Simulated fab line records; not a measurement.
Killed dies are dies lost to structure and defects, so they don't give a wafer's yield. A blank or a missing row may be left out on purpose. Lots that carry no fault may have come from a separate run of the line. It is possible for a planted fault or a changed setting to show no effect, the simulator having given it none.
Chamber matching ; flow n5Finfet ; 4 sister chambers for N5_GATE_CUT_ETCH_28 on rieDiel-02
The step etches underlayer in N2/H2, target depth 13 nm, time 10.4 s. 20 wafers are shown with their chamber, then 10 later ones without.

EACH WAFER AND ITS CHAMBER
wafer;chamber;showerheadPlenumPTorr (Torr);throttleValvePct (%);oesProductAu (a.u.)
L075.1;1;2.71;17.75;0.81
L075.4;2;2.59;17.78;0.74
L075.5;1;2.71;17.74;0.81
L076.1;1;2.71;17.74;0.80
L076.2;3;2.48;17.52;0.73
L076.3;2;2.59;17.80;0.73
L076.4;3;2.48;17.51;0.72
L076.5;1;2.71;17.73;0.80
L076.6;2;2.59;17.79;0.74
L078.1;1;2.71;17.74;0.79
L078.4;3;2.48;17.51;0.73
L078.6;1;2.71;17.74;0.79
L079.4;1;2.71;17.74;0.79
L079.5;1;2.71;17.73;0.80
L079.6;2;2.59;17.80;0.73
L081.1;2;2.59;17.80;0.74
L081.4;0;2.57;17.36;0.71
L081.5;2;2.59;17.81;0.73
L086.1;1;2.71;17.77;0.78
L086.4;2;2.58;17.82;0.72

SIGNATURES (means of the wafers above)
reading;chamber 0;chamber 1;chamber 2;chamber 3;scatter within a chamber
showerheadPlenumPTorr;2.5700;2.7100;2.5886;2.4800;0.00231
throttleValvePct;17.3600;17.7422;17.8000;17.5133;0.0118
oesProductAu;0.7100;0.7967;0.7329;0.7267;0.00869
Rule: for each reading, subtract the chamber's mean from the wafer's reading, divide by that reading's scatter and square the result; add these up over the readings and take the root, which gives the wafer's distance from the chamber. If the next closest chamber is less than 2 further off than the closest, the wafer can't be placed; otherwise it belongs to the closest. The scatter: the root of (the sum of the squares of (reading less its chamber's mean) over the shown wafers, divided by (wafers less chambers)).

WAFERS WHOSE CHAMBER IS MISSING
wafer;showerheadPlenumPTorr (Torr);throttleValvePct (%);oesProductAu (a.u.)
L086.5;2.48;17.54;0.72
L085.3;2.56;17.38;0.69
L085.4;2.58;17.82;0.72
L085.5;2.56;17.37;0.69
L094.2;2.58;17.85;0.70
L094.4;2.58;17.87;0.70
L094.5;2.70;17.80;0.73
L097.1;2.55;17.43;0.68
L097.2;2.47;17.56;0.70
L097.5;2.57;17.88;0.69

EACH ONE'S CHAMBER
wafer;from the rows above;in truth
L086.5;3;3
L085.3;0;0
L085.4;2;2
L085.5;0;0
L094.2;2;2
L094.4;2;2
L094.5;1;1
L097.1;0;0
L097.2;3;3
L097.5;2;2
Correct placement for 10 of the 10. Not placeable from these rows: 0. Wrongly placed: 0.
